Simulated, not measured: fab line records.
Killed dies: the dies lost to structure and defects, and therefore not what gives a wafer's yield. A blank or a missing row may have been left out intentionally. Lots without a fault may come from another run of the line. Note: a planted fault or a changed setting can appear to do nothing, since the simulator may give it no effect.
fab line records -- flow n5-finfet
record lots=12, wafers=31, last-day=18
route steps=1938 shown BEOL_M2@914 BEOL_M4@1111 PASSIVATION@1936
lots that met no fault: taken from a fault-free run of the same line
start-h: hours from the record's opening day to when the first of the lot's shown wafers began -- wait-h: hours elapsed since this lot's preceding step -- " the same as in the row above -- L1.1+2: one row covering several wafers at once -- - either no value or no given start -- * or withheld: withheld -- < > ~ a bound
route shown NAME@n: names a module that has steps shown in the file, with the first one's number in the route -- usual: mean/standard deviation taken from wafers without a fault -- same: alike in all rows -- chamber/n: place in a boat -- sites: the reading at each site -- _std_site: standard deviation across them -- _edge_site: the outer-site mean with the inner-site mean subtracted -- radius-mm: how far each site lies from the wafer's centre -- mask NAME#n: copy n -- behind: tool/chamber where the wafer was last shaped -- hold: reason for holding the lot/hours on hold/outcome of the hold -- device: names the non-switching transistor (n, p or np) -- end of line: the same wafers' tests at the end of the route -- step lacking rows: just its recipe -- killed: not the wafer's yield, but the dies lost to structure and defects at the first sort -- map: a wafer's dies, x killed, . not, _ none there
set.NAME: the run value of the setting; set.NAME@STEP: its run value at that earlier step -- model.NAME: the simulator's own value behind a step, which no gauge read
one table for each step of the route and one row for each wafer, over a sample of lots
services: when a tool's chamber went out of use (start-h, in hours from the record's first day, below 0 if earlier), for how many hours, and the reason
## steps
# step N5_BEOL_M2_SPUTTER_90
# recipe material=Cu, target-thk-a=45, temp-c=-20, chamber-pressure-pa=0.07, power-w=withheld, time-s=8.29
# usual substrate-temp-c=-20.01/0.11, throttle-valve-pct=29.7/0.86
lot.wafer,tool,chamber,start-h,wait-h,substrate-temp-c,throttle-valve-pct
L996.1,pvd-sputter-01,-,138.81,0.1,-19.99,29.0
L996.2,pvd-sputter-01,-,138.81,0.1,-20.01,29.9
L996.3,pvd-sputter-01,-,138.81,0.1,-20.07,29.8
L997.1,pvd-sputter-03,-,144.58,0.1,-20.00,29.5
L997.4,pvd-sputter-03,-,144.58,0.1,-20.12,30.2
L997.6,pvd-sputter-03,-,144.58,0.1,-19.90,29.5
L999.5,pvd-sputter-01,-,156.84,0.0,-20.00,30.1
L999.6,pvd-sputter-01,-,156.84,0.0,-19.95,29.0
L101.1,pvd-sputter-01,-,171.78,0.1,-19.84,29.9
L101.2,pvd-sputter-01,-,171.78,0.1,-20.06,29.5
L101.3,pvd-sputter-01,-,171.78,0.1,-19.91,30.7
L102.2,pvd-sputter-03,-,185.81,0.1,-19.93,30.9
L102.5,pvd-sputter-03,-,185.81,0.1,-20.09,29.4
L103.2,pvd-sputter-03,-,188.09,0.1,-19.99,29.1
L103.3,pvd-sputter-03,-,188.09,0.1,-19.89,30.8
L105.3,pvd-sputter-01,-,192.05,0.1,-19.80,29.5
L105.4,pvd-sputter-01,-,192.05,0.1,-20.20,30.0
L104.1,pvd-sputter-02,-,195.36,0.1,-20.06,27.6
L104.6,pvd-sputter-02,-,195.36,0.1,-20.01,28.2
L107.1,pvd-sputter-03,-,210.68,0.1,-20.12,30.1
L107.2,pvd-sputter-03,-,210.68,0.1,-20.02,29.5
L107.3,pvd-sputter-03,-,210.68,0.1,-20.26,30.9
L108.3,pvd-sputter-03,-,228.16,0.1,-19.84,30.1
L108.4,pvd-sputter-03,-,228.16,0.1,-20.08,29.6
L108.6,pvd-sputter-03,-,228.16,0.1,-19.78,31.1
L115.2,pvd-sputter-02,-,272.86,0.1,-20.09,30.8
L115.4,pvd-sputter-02,-,272.86,0.1,-20.09,30.7
L115.6,pvd-sputter-02,-,272.86,0.1,-20.20,29.0
L117.1,pvd-sputter-03,-,278.15,0.1,-19.96,30.2
L117.4,pvd-sputter-03,-,278.15,0.1,-19.95,29.6
L117.6,pvd-sputter-03,-,278.15,0.1,-20.11,29.6
# step N5_BEOL_M2_THK_MEAS_53
# recipe thk-meas-gauge=xrf, reads=Cu_of_BEOL_M2_ECD_50
# usual M2_THK=39.7/1.7
lot.wafer,tool,chamber,start-h,wait-h,M2_THK[nm]
L996.1,film-metro-02,-,140.26,-,40.7
L996.2,film-metro-02,-,140.26,-,39.3
L996.3,film-metro-02,-,140.26,-,39.7
L997.1,film-metro-01,-,146.12,-,37.3
L997.4,film-metro-01,-,146.12,-,38.8
L997.6,film-metro-01,-,146.12,-,37.5
L999.5,film-metro-01,-,158.25,-,41.7
L999.6,film-metro-01,-,158.25,-,39.7
L101.1,film-metro-01,-,173.23,-,39.7
L101.2,film-metro-01,-,173.23,-,39.6
L101.3,film-metro-01,-,173.23,-,40.7
L102.2,film-metro-02,-,187.49,-,39.8
L102.5,film-metro-02,-,187.49,-,38.7
L103.2,film-metro-01,-,189.67,-,37.1
L103.3,film-metro-01,-,189.67,-,41.6
L105.3,film-metro-02,-,193.50,-,38.4
L105.4,film-metro-02,-,193.50,-,41.0
L104.1,film-metro-01,-,197.10,-,42.1
L104.6,film-metro-01,-,197.10,-,41.8
L107.1,film-metro-02,-,212.18,-,40.6
L107.2,film-metro-02,-,212.18,-,41.5
L107.3,film-metro-02,-,212.18,-,40.9
L108.3,film-metro-02,-,229.61,-,41.1
L108.4,film-metro-02,-,229.61,-,39.7
L108.6,film-metro-02,-,229.61,-,38.9
L115.2,film-metro-02,-,274.31,-,38.9
L115.4,film-metro-02,-,274.31,-,40.7
L115.6,film-metro-02,-,274.31,-,42.3
L117.1,film-metro-01,-,279.87,-,37.9
L117.4,film-metro-01,-,279.87,-,40.6
L117.6,film-metro-01,-,279.87,-,39.3
# step N5_BEOL_M2_CO_CAP_55
# recipe material=Co, target-thk-a=20, temp-c=200, precursor=CCTBA/H2, pressure-torr=30, time-s=102.1
# usual heater-power-w=225/14, run-length-s=125.0/0.61
lot.wafer,tool,chamber,start-h,wait-h,heater-power-w,run-length-s
L996.1,cvd-co-02,1,140.33,0.0,244,125.7
L996.2,cvd-co-02,0,140.33,0.0,232,124.6
L996.3,cvd-co-02,2,140.33,0.0,205,124.7
L997.1,cvd-co-01,0,146.20,0.0,217,124.6
L997.4,cvd-co-01,1,146.20,0.0,217,126.1
L997.6,cvd-co-01,0,146.20,0.0,216,125.0
L999.5,cvd-co-02,1,158.36,0.0,242,125.8
L999.6,cvd-co-02,2,158.36,0.0,208,124.8
L101.1,cvd-co-01,1,173.30,0.0,208,125.2
L101.2,cvd-co-01,2,173.30,0.0,242,124.9
L101.3,cvd-co-01,0,173.30,0.0,209,124.3
L102.2,cvd-co-02,1,187.57,0.0,238,126.2
L102.5,cvd-co-02,0,187.57,0.0,231,124.4
L103.2,cvd-co-02,1,189.75,0.0,245,125.7
L103.3,cvd-co-02,0,189.75,0.0,230,124.5
L105.3,cvd-co-02,0,193.63,0.1,229,124.3
L105.4,cvd-co-02,2,193.63,0.1,205,124.7
L104.1,cvd-co-01,2,197.17,0.0,240,124.7
L104.6,cvd-co-01,1,197.17,0.0,212,125.7
L107.1,cvd-co-02,0,212.34,0.0,231,124.5
L107.2,cvd-co-02,2,212.34,0.0,206,124.6
L107.3,cvd-co-02,1,212.34,0.0,243,170.9
L108.3,cvd-co-02,2,229.69,0.0,211,170.4
L108.4,cvd-co-02,1,229.69,0.0,242,125.9
L108.6,cvd-co-02,0,229.69,0.0,233,124.3
L115.2,cvd-co-01,1,274.39,0.0,212,125.1
L115.4,cvd-co-01,2,274.39,0.0,242,125.4
L115.6,cvd-co-01,1,274.39,0.0,221,125.9
L117.1,cvd-co-01,0,279.95,0.0,219,124.2
L117.4,cvd-co-01,0,279.95,0.0,221,124.5
L117.6,cvd-co-01,1,279.95,0.0,214,125.3
# step N5_BEOL_M2_INSPECT_59
# recipe inspect-instrument=darkfield, mode=post-dep
# usual raw-defect-count=67/20
lot.wafer,tool,chamber,start-h,wait-h,raw-defect-count
L996.1,defect-inspect-01,-,140.54,0.0,54
L996.2,defect-inspect-01,-,140.54,0.0,54
L996.3,defect-inspect-01,-,140.54,0.0,46
L997.1,defect-inspect-01,-,146.42,0.0,74
L997.4,defect-inspect-01,-,146.42,0.0,88
L997.6,defect-inspect-01,-,146.42,0.0,73
L999.5,defect-inspect-02,-,158.54,0.0,80
L999.6,defect-inspect-02,-,158.54,0.0,62
L101.1,defect-inspect-01,-,173.53,0.0,66
L101.2,defect-inspect-01,-,173.53,0.0,78
L101.3,defect-inspect-01,-,173.53,0.0,77
L102.2,defect-inspect-02,-,187.78,0.0,34
L102.5,defect-inspect-02,-,187.78,0.0,64
L103.2,defect-inspect-02,-,189.99,0.0,96
L103.3,defect-inspect-02,-,189.99,0.0,70
L105.3,defect-inspect-01,-,193.84,0.0,53
L105.4,defect-inspect-01,-,193.84,0.0,56
L104.1,defect-inspect-01,-,197.38,0.0,61
L104.6,defect-inspect-01,-,197.38,0.0,52
L107.1,defect-inspect-01,-,212.55,0.0,98
L107.2,defect-inspect-01,-,212.55,0.0,84
L107.3,defect-inspect-01,-,212.55,0.0,88
L108.3,defect-inspect-02,-,229.90,0.0,73
L108.4,defect-inspect-02,-,229.90,0.0,52
L108.6,defect-inspect-02,-,229.90,0.0,92
L115.2,defect-inspect-01,-,274.60,0.0,50
L115.4,defect-inspect-01,-,274.60,0.0,73
L115.6,defect-inspect-01,-,274.60,0.0,43
L117.1,defect-inspect-01,-,280.16,0.0,67
L117.4,defect-inspect-01,-,280.16,0.0,50
L117.6,defect-inspect-01,-,280.16,0.0,65
# step N5_BEOL_M4_RC_MEAS_101
# usual DIBL_N=37.4/2.1, DIBL_P=37.8/2.5, IOFF_N=0.19/0.045, IOFF_P=0.24/0.05, ION_N=682/16, ION_P=467/11, SS_N=71.9/0.67, SS_P=73.6/0.76, VT_N=247/3.6, VT_P=-248/3.6
lot.wafer,tool,chamber,start-h,wait-h,DIBL_N[mV/V],DIBL_P[mV/V],IOFF_N[nA/um],IOFF_P[nA/um],ION_N[uA/um],ION_P[uA/um],SS_N[mV/dec],SS_P[mV/dec],VT_N[mV],VT_P[mV]
L996.1,prober-01,0,157.99,0.0,36.8,38.7,0.19,0.25,670,461,72.3,75.0,249,-249
L996.2,prober-01,0,157.99,0.0,37.8,39.0,0.23,0.27,679,460,72.1,74.4,246,-247
L996.3,prober-01,0,157.99,0.0,33.9,34.3,0.14,0.17,664,451,71.3,72.5,251,-252
L997.1,prober-02,0,164.85,0.0,38.1,39.5,0.21,0.28,690,475,71.5,73.1,244,-245
L997.4,prober-02,0,164.85,0.0,38.6,39.0,0.22,0.29,698,479,71.9,73.1,243,-244
L997.6,prober-02,0,164.85,0.0,36.7,37.9,0.19,0.28,696,477,71.7,72.5,241,-243
L999.5,prober-01,0,181.68,0.6,35.5,36.7,0.14,0.21,666,463,71.5,73.2,252,-252
L999.6,prober-01,0,181.68,0.6,37.0,36.9,0.16,0.22,669,458,71.8,73.8,249,-249
L101.1,prober-02,0,191.10,0.0,38.9,39.8,0.23,0.29,704,477,73.0,74.0,242,-244
L101.2,prober-02,0,191.10,0.0,35.4,36.1,0.16,0.22,665,459,72.0,73.6,245,-246
L101.3,prober-02,0,191.10,0.0,33.9,34.6,0.13,0.20,682,477,71.7,72.8,250,-250
L102.2,prober-02,0,212.62,0.2,36.2,37.4,0.16,0.22,689,470,71.4,73.9,247,-248
L102.5,prober-02,0,212.62,0.2,35.6,36.6,0.16,0.21,695,473,72.0,73.1,249,-249
L103.2,prober-02,0,215.91,0.2,38.6,38.7,0.20,0.21,692,458,72.2,74.4,246,-255
L103.3,prober-02,0,215.91,0.2,36.3,36.8,0.16,0.19,667,448,72.1,73.4,246,-254
L105.3,prober-01,0,216.33,0.3,40.0,40.1,0.23,0.26,670,451,72.4,74.1,248,-248
L105.4,prober-01,0,216.33,0.3,35.1,36.0,0.15,0.21,684,467,70.8,72.1,247,-249
L104.1,prober-01,0,217.65,0.0,40.9,43.1,0.31,0.38,709,491,72.6,75.3,238,-241
L104.6,prober-01,0,217.65,0.0,36.3,36.8,0.18,0.25,711,492,71.1,73.5,247,-245
L107.1,prober-01,0,237.62,0.0,39.5,38.9,0.24,0.29,695,475,72.4,74.2,243,-245
L107.2,prober-01,0,237.62,0.0,35.7,35.8,0.16,0.22,697,478,71.2,72.9,247,-246
L107.3,prober-01,0,237.62,0.0,39.3,38.4,0.24,0.27,678,461,72.7,73.1,244,-245
L108.3,prober-01,0,245.91,0.3,41.3,43.0,0.24,0.33,676,463,72.7,74.0,245,-246
L108.4,prober-01,0,245.91,0.3,40.2,42.4,0.24,0.32,695,479,72.9,74.7,245,-247
L108.6,prober-01,0,245.91,0.3,39.6,40.5,0.23,0.28,713,481,72.3,74.7,245,-246
L115.2,prober-01,0,292.49,0.2,35.8,34.2,0.13,0.18,677,471,70.6,72.6,252,-251
L115.4,prober-01,0,292.49,0.2,36.1,33.9,0.14,0.19,681,471,70.8,72.5,251,-250
L115.6,prober-01,0,292.49,0.2,38.4,36.6,0.16,0.22,673,465,71.3,73.1,252,-249
L117.1,prober-02,0,299.62,0.0,31.5,31.3,0.10,0.15,654,459,70.0,71.4,254,-254
L117.4,prober-02,0,299.62,0.0,34.3,34.7,0.14,0.19,665,465,71.4,72.7,250,-248
L117.6,prober-02,0,299.62,0.0,34.5,35.4,0.14,0.20,667,463,71.7,72.8,250,-251
# step N5_PASSIVATION_PROBE_49
# usual defect-limited-yield=90.9/1.6, killed_at_M0_to_M3=34/10, killed_at_M4_up=13/5.4, killed-at-contacts=13/6, killed-at-front-end=42/13, killed-at-other=4/3.2, killed-dies=107/18, killed-open=69/14, killed-short=35/7.7, sort_bin_4_leakage=0.02/0.17, sort_bin_5_function=5.3/1, sort_bin_6_memory=3.3/0.75, sort-n-pass=1073/19, sort-yield-pct=90.9/1.6
# same gross-dies=1180, killed-at-back-side=0, sort_bin_8_speed[%]=0
lot.wafer,tool,chamber,start-h,wait-h,defect-limited-yield[%],killed_at_M0_to_M3,killed_at_M4_up,killed-at-contacts,killed-at-front-end,killed-at-other,killed-dies,killed-open,killed-short,sort_bin_4_leakage[%],sort_bin_5_function[%],sort_bin_6_memory[%],sort-n-pass,sort-yield-pct[%]
L996.1,prober-02,-,265.70,0.0,92.1,25,26,9,33,0,93,61,28,0,4.9,2.8,1087,92.1
L996.2,prober-02,-,265.75,0.1,92.0,23,10,17,43,1,94,54,39,0,4.1,3.2,1086,92.0
L996.3,prober-02,-,265.80,0.1,91.2,29,18,25,30,2,104,67,33,0,5.5,3.0,1076,91.2
L997.1,prober-02,-,266.84,0.0,90.1,37,10,22,48,0,117,70,42,0,5.6,3.3,1063,90.1
L997.4,prober-02,-,266.99,0.2,89.5,28,11,26,55,4,124,79,43,0,5.3,4.8,1056,89.5
L997.6,prober-02,-,267.09,0.3,91.6,17,9,18,54,1,99,66,24,0,4.7,3.1,1081,91.6
L999.5,prober-02,-,280.29,0.2,89.8,45,12,13,48,2,120,79,31,0,6.1,3.1,1060,89.8
L999.6,prober-02,-,280.34,0.3,91.7,36,17,7,36,2,98,63,33,0,5.1,3.1,1082,91.7
L101.1,prober-01,-,289.50,0.0,91.5,36,16,9,34,5,100,73,27,0,5.3,2.9,1080,91.5
L101.2,prober-01,-,289.55,0.1,91.9,35,7,18,33,3,96,57,38,0,4.2,3.4,1084,91.9
L101.3,prober-01,-,289.60,0.1,91.1,42,14,12,28,9,105,67,35,0,5.8,3.0,1075,91.1
L102.2,prober-01,-,304.92,0.1,93.0,25,7,22,26,3,83,59,24,0,4.4,2.6,1097,93.0
L102.5,prober-01,-,305.07,0.2,94.0,27,6,10,25,3,71,50,20,0,3.7,2.2,1109,94.0
L105.3,prober-02,-,312.71,0.1,93.1,25,19,5,25,7,81,44,35,0,4.0,2.4,1099,93.1
L105.4,prober-02,-,312.76,0.2,94.0,26,15,2,24,4,71,40,30,0,3.7,2.1,1109,94.0
L103.2,prober-02,-,315.63,0.1,90.3,29,8,7,69,2,115,86,29,0,5.6,4.1,1065,90.3
L103.3,prober-02,-,315.68,0.1,90.3,45,16,15,36,2,114,69,42,0,5.8,3.5,1066,90.3
L104.1,prober-02,-,327.01,0.0,91.3,28,14,18,31,12,103,74,27,0.93,5.6,3.0,1066,90.3
L104.6,prober-02,-,327.26,0.3,91.0,37,16,15,34,4,106,67,38,0,5.7,3.2,1074,91.0
L107.1,prober-02,-,341.94,0.0,93.7,22,18,8,24,2,74,54,20,0,3.9,2.2,1106,93.7
L107.2,prober-02,-,341.99,0.1,91.9,39,13,13,28,2,95,63,31,0,5.2,2.7,1085,91.9
L107.3,prober-02,-,342.04,0.1,91.8,34,17,6,36,4,97,58,25,0,4.3,2.5,1083,91.8
L108.3,prober-01,-,353.38,0.1,89.9,38,22,10,46,3,119,68,47,0,6.9,2.8,1061,89.9
L108.4,prober-01,-,353.43,0.2,90.3,48,7,19,39,2,115,74,41,0,5.8,3.4,1065,90.3
L108.6,prober-01,-,353.53,0.3,88.9,34,25,22,48,2,131,86,42,0,6.4,4.2,1049,88.9
L117.1,prober-02,-,400.77,0.0,90.8,26,20,13,46,3,108,70,33,0,5.8,2.9,1072,90.8
L117.4,prober-02,-,400.92,0.2,93.1,20,16,13,31,1,81,56,25,0,4.2,2.4,1099,93.1
L117.6,prober-02,-,401.02,0.3,92.7,29,13,9,33,2,86,44,38,0,3.9,2.7,1094,92.7
L115.2,prober-02,-,420.85,0.1,90.6,33,16,6,55,1,111,73,36,0,5.4,3.6,1069,90.6
L115.4,prober-02,-,420.95,0.2,90.4,41,6,26,31,9,113,70,41,0,4.9,4.2,1067,90.4
L115.6,prober-02,-,421.05,0.3,92.9,17,12,13,39,3,84,52,30,0,3.8,3.2,1096,92.9
# killed by level:class
L996.1 STI_FIN_REVEAL:geometric-particle:open=10 FIN_SAQP:geometric-particle:open=7 MOL_CONTACT_COAG:geometric-particle:open=7 BEOL_M4:geometric-particle:open=7 FIN_SAQP:geometric-particle:short=6 BEOL_M0_SAQP:geometric-particle:open=6 BEOL_M0_SAQP:geometric-particle:short=6 BEOL_M1:geometric-particle:open=6
L996.2 MOL_CONTACT_COAG:geometric-particle:open=12 FIN_SAQP:geometric-particle:short=11 STI_FIN_REVEAL:geometric-particle:open=8 FIN_SAQP:geometric-particle:open=7 MOL_CONTACT_COAG:geometric-particle:short=5 BEOL_M0_SAQP:geometric-particle:open=5 BEOL_M0_SAQP:geometric-particle:short=5 BEOL_M5:geometric-particle:open=4
L996.3 MOL_CONTACT_COAG:geometric-particle:open=21 BEOL_M0_SAQP:geometric-particle:short=9 STI_FIN_REVEAL:geometric-particle:open=7 BEOL_M4:geometric-particle:open=7 BEOL_M1:geometric-particle:open=7 FIN_SAQP:geometric-particle:open=5 FIN_SAQP:geometric-particle:short=5 MOL_CONTACT_COAG:geometric-particle:short=4
L997.1 MOL_CONTACT_COAG:geometric-particle:open=14 STI_FIN_REVEAL:geometric-particle:open=12 BEOL_M0_SAQP:geometric-particle:open=11 BEOL_M0_SAQP:geometric-particle:short=10 MOL_CONTACT_COAG:geometric-particle:short=8 FIN_SAQP:geometric-particle:open=7 FIN_SAQP:geometric-particle:short=6 GATE_CUT:geometric-particle:open=6
L997.4 MOL_CONTACT_COAG:geometric-particle:open=24 FIN_SAQP:geometric-particle:short=19 STI_FIN_REVEAL:geometric-particle:open=18 BEOL_M0_SAQP:geometric-particle:open=13 BEOL_M0_SAQP:geometric-particle:short=8 GATE_CUT:geometric-particle:short=5 BEOL_M6:geometric-particle:open=4 FIN_SAQP:geometric-particle:open=3
L997.6 FIN_SAQP:geometric-particle:open=17 MOL_CONTACT_COAG:geometric-particle:open=16 STI_FIN_REVEAL:geometric-particle:open=13 BEOL_M4:geometric-particle:open=5 FIN_SAQP:geometric-particle:short=4 GATE_CUT:geometric-particle:short=4 BEOL_M0_SAQP:geometric-particle:open=4 BEOL_M0_SAQP:geometric-particle:short=4
L999.5 MOL_CONTACT_COAG:geometric-particle:open=11 DUMMY_GATE:geometric-particle:open=10 BEOL_M0_SAQP:geometric-particle:open=8 BEOL_M0_SAQP:geometric-particle:short=8 BEOL_M1:geometric-particle:open=8 HKMG_FIN:area-etch=8 STI_FIN_REVEAL:geometric-particle:open=7 FIN_SAQP:geometric-particle:open=6
L999.6 BEOL_M1:geometric-particle:open=14 DUMMY_GATE:geometric-particle:open=9 BEOL_M0_SAQP:geometric-particle:short=9 BEOL_M4:geometric-particle:open=9 STI_FIN_REVEAL:geometric-particle:open=7 BEOL_M0_SAQP:geometric-particle:open=7 FIN_SAQP:geometric-particle:short=5 FIN_SAQP:geometric-particle:open=3
L101.1 BEOL_M2:geometric-particle:open=14 FIN_SAQP:geometric-particle:open=8 BEOL_M3:geometric-particle:open=8 MOL_CONTACT_COAG:geometric-particle:open=7 BEOL_M0_SAQP:geometric-particle:open=6 BEOL_M5:geometric-particle:open=6 FIN_SAQP:geometric-particle:short=5 BEOL_M0_SAQP:geometric-particle:short=5
L101.2 MOL_CONTACT_COAG:geometric-particle:open=16 BEOL_M0_SAQP:geometric-particle:short=15 BEOL_M0_SAQP:geometric-particle:open=10 FIN_SAQP:geometric-particle:short=6 DUMMY_GATE:geometric-particle:open=6 ILD0:geometric-particle:short=5 ILD0:geometric-particle:open=4 GATE_CUT:geometric-particle:short=3
L101.3 MOL_CONTACT_COAG:geometric-particle:open=9 BEOL_M0_SAQP:geometric-particle:short=9 BEOL_M0_SAQP:geometric-particle:open=9 BEOL_M2:geometric-particle:open=7 BEOL_M3:geometric-particle:open=6 FIN_SAQP:geometric-particle:short=5 BEOL_M1:geometric-particle:open=5 DUMMY_GATE:geometric-particle:short=4
L102.2 MOL_CONTACT_COAG:geometric-particle:open=18 STI_FIN_REVEAL:geometric-particle:open=9 BEOL_M0:geometric-particle:open=6 GATE_CUT:geometric-particle:short=5 BEOL_M0_SAQP:geometric-particle:short=5 MOL_CONTACT_COAG:geometric-particle:short=4 BEOL_M1:geometric-particle:open=4 BEOL_M3:geometric-particle:open=4
L102.5 MOL_CONTACT_COAG:geometric-particle:open=8 STI_FIN_REVEAL:geometric-particle:open=7 BEOL_M2:geometric-particle:open=6 GATE_CUT:geometric-particle:short=4 BEOL_M0_SAQP:geometric-particle:open=4 BEOL_M0_SAQP:geometric-particle:short=4 BEOL_M1:geometric-particle:open=4 BEOL_M3:geometric-particle:open=4
L105.3 BEOL_M0_SAQP:geometric-particle:open=6 BEOL_M0_SAQP:geometric-particle:short=6 BEOL_M2:geometric-particle:open=5 BEOL_M4:geometric-particle:open=5 ILD0:geometric-particle:open=4 BEOL_M4:geometric-particle:short=4 FIN_SAQP:geometric-particle:short=3 DUMMY_GATE:geometric-particle:open=3
L105.4 BEOL_M0_SAQP:geometric-particle:open=7 FIN_SAQP:geometric-particle:short=5 BEOL_M0_SAQP:geometric-particle:short=5 BEOL_M4:geometric-particle:open=5 STARTING-WAFER:geometric-particle:short=5 FIN_SAQP:geometric-particle:open=4 BEOL_M1:geometric-particle:open=4 BEOL_M3:geometric-particle:open=4
L103.2 STI_FIN_REVEAL:geometric-particle:open=33 STI_FIN_REVEAL:geometric-particle:short=9 FIN_SAQP:geometric-particle:short=8 FIN_SAQP:geometric-particle:open=7 BEOL_M1:geometric-particle:open=6 BEOL_M0_SAQP:geometric-particle:open=5 BEOL_M0:geometric-particle:open=5 BEOL_M2:geometric-particle:open=5
L103.3 BEOL_M0_SAQP:geometric-particle:short=10 MOL_CONTACT_COAG:geometric-particle:open=10 BEOL_M0_SAQP:geometric-particle:open=9 STI_FIN_REVEAL:geometric-particle:open=8 BEOL_M3:geometric-particle:open=7 BEOL_M4:geometric-particle:open=7 FIN_SAQP:geometric-particle:open=6 BEOL_M0:geometric-particle:short=6
L104.1 MOL_CONTACT_COAG:geometric-particle:open=13 STI_FIN_REVEAL:geometric-particle:open=12 BEOL_M4:geometric-particle:open=10 BEOL_M0_SAQP:geometric-particle:open=8 BEOL_M2:geometric-particle:open=6 BEOL_M1:geometric-particle:open=6 FIN_SAQP:geometric-particle:short=5 MOL_CONTACT_COAG:geometric-particle:short=5
L104.6 MOL_CONTACT_COAG:geometric-particle:open=10 BEOL_M4:geometric-particle:open=10 FIN_SAQP:geometric-particle:open=9 BEOL_M3:geometric-particle:open=8 BEOL_M0_SAQP:geometric-particle:short=8 FIN_SAQP:geometric-particle:short=6 STI_FIN_REVEAL:geometric-particle:open=6 BEOL_M0_SAQP:geometric-particle:open=6
L107.1 BEOL_M4:geometric-particle:open=11 STI_FIN_REVEAL:geometric-particle:open=9 BEOL_M0_SAQP:geometric-particle:open=6 MOL_CONTACT_COAG:geometric-particle:open=5 DUMMY_GATE:geometric-particle:open=4 STARTING-WAFER:geometric-particle:short=4 MOL_CONTACT_COAG:geometric-particle:short=3 BEOL_M0_SAQP:geometric-particle:short=3
L107.2 BEOL_M2:geometric-particle:open=12 DUMMY_GATE:geometric-particle:open=9 MOL_CONTACT_COAG:geometric-particle:open=9 BEOL_M4:geometric-particle:open=7 BEOL_M0_SAQP:geometric-particle:open=6 BEOL_M0_SAQP:geometric-particle:short=6 MOL_CONTACT_COAG:geometric-particle:short=4 FIN_SAQP:geometric-particle:short=3
L107.3 HKMG_FIN:area-etch=13 BEOL_M3:geometric-particle:open=10 BEOL_M4:geometric-particle:open=10 STI_FIN_REVEAL:geometric-particle:open=6 BEOL_M0_SAQP:geometric-particle:short=6 DUMMY_GATE:geometric-particle:open=5 MOL_CONTACT_COAG:geometric-particle:open=5 BEOL_M1:geometric-particle:open=5
L108.3 BEOL_M0_SAQP:geometric-particle:short=16 FIN_SAQP:geometric-particle:open=12 FIN_SAQP:geometric-particle:short=9 BEOL_M1:geometric-particle:open=8 BEOL_M4:geometric-particle:open=8 STI_FIN_REVEAL:geometric-particle:open=7 MOL_CONTACT_COAG:geometric-particle:open=7 BEOL_M0_SAQP:geometric-particle:open=7
L108.4 MOL_CONTACT_COAG:geometric-particle:open=15 BEOL_M0_SAQP:geometric-particle:short=15 FIN_SAQP:geometric-particle:open=14 FIN_SAQP:geometric-particle:short=10 BEOL_M0_SAQP:geometric-particle:open=8 BEOL_M3:geometric-particle:open=7 BEOL_M2:geometric-particle:open=5 STI_FIN_REVEAL:geometric-particle:open=5
L108.6 MOL_CONTACT_COAG:geometric-particle:open=15 STI_FIN_REVEAL:geometric-particle:open=11 BEOL_M4:geometric-particle:open=10 MOL_CONTACT_COAG:geometric-particle:short=7 BEOL_M0_SAQP:geometric-particle:short=7 BEOL_M3:geometric-particle:open=7 FIN_SAQP:geometric-particle:short=6 DUMMY_GATE:geometric-particle:open=5
L117.1 STI_FIN_REVEAL:geometric-particle:open=20 MOL_CONTACT_COAG:geometric-particle:open=9 BEOL_M4:geometric-particle:open=8 BEOL_M2:geometric-particle:open=8 STI_FIN_REVEAL:geometric-particle:short=6 FIN_SAQP:geometric-particle:open=4 BEOL_M0_SAQP:geometric-particle:open=4 MOL_CONTACT_COAG:geometric-particle:short=4
L117.4 STI_FIN_REVEAL:geometric-particle:open=13 MOL_CONTACT_COAG:geometric-particle:open=10 BEOL_M4:geometric-particle:open=10 BEOL_M3:geometric-particle:open=5 FIN_SAQP:geometric-particle:short=4 STI_FIN_REVEAL:geometric-particle:short=4 MOL_CONTACT_COAG:geometric-particle:short=3 BEOL_M1:geometric-particle:open=3
L117.6 STI_FIN_REVEAL:geometric-particle:open=11 MOL_CONTACT_COAG:geometric-particle:open=7 BEOL_M0_SAQP:geometric-particle:short=7 STARTING-WAFER:geometric-particle:short=7 BEOL_M1:geometric-particle:short=6 BEOL_M2:geometric-particle:short=5 BEOL_M4:geometric-particle:open=5 BEOL_M2:geometric-particle:open=4
L115.2 FIN_SAQP:geometric-particle:short=12 STI_FIN_REVEAL:geometric-particle:open=11 FIN_SAQP:geometric-particle:open=7 BEOL_M1:geometric-particle:open=7 BEOL_M2:geometric-particle:open=7 DUMMY_GATE:geometric-particle:open=6 BEOL_M3:geometric-particle:open=6 MOL_CONTACT_COAG:geometric-particle:open=5
L115.4 MOL_CONTACT_COAG:geometric-particle:open=20 FIN_SAQP:geometric-particle:short=8 STI_FIN_REVEAL:geometric-particle:open=7 BEOL_M0_SAQP:geometric-particle:short=7 BEOL_M2:geometric-particle:open=7 BEOL_M3:geometric-particle:open=7 BEOL_M0_SAQP:geometric-particle:open=6 PAD_METAL:geometric-particle:short=6
L115.6 FIN_SAQP:geometric-particle:open=13 MOL_CONTACT_COAG:geometric-particle:open=10 FIN_SAQP:geometric-particle:short=9 BEOL_M4:geometric-particle:short=7 STI_FIN_REVEAL:geometric-particle:open=4 DUMMY_GATE:geometric-particle:open=4 BEOL_M2:geometric-particle:open=4 MOL_CONTACT_COAG:geometric-particle:short=3
## services
tool,chamber,start-h,hours,kind
cvd-co-02,2,161.91,7.8,repair
cvd-co-02,1,191.08,4.8,repair
cvd-co-02,-,199.26,2.8,pm
cvd-co-01,0,207.82,6.1,repair
## key
first-sign step=N5_BEOL_M2_CO_CAP_55, reading=run-length-s, direction=up, sigmas=74, usual=*, struck=*
effect none on later readings
met-at N5_BEOL_M2_CO_CAP_55
struck-lots L107,L108
struck-wafers L107.3,L108.3
baseline-loss step=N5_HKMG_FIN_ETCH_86, wafers=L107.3
not-acting-at N5_BEOL_M2_SPUTTER_90,N5_BEOL_M2_THK_MEAS_53,N5_BEOL_M2_INSPECT_59
onset-between 193.63 212.34
fault kind=process-parameter-drift, tool=cvd-co-02, chamber=-, onset-h=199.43, steps=N5_BEOL_M2_CO_CAP_55, channel=time-s, offset=*, shape=step, end-h=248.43, scope=struck-wafers-only, acts-in=*, stated=*
# baseline-loss: these wafers lose ten dies or more at that step, a loss of the line's own and not of a fault; the sort's usual values leave them out
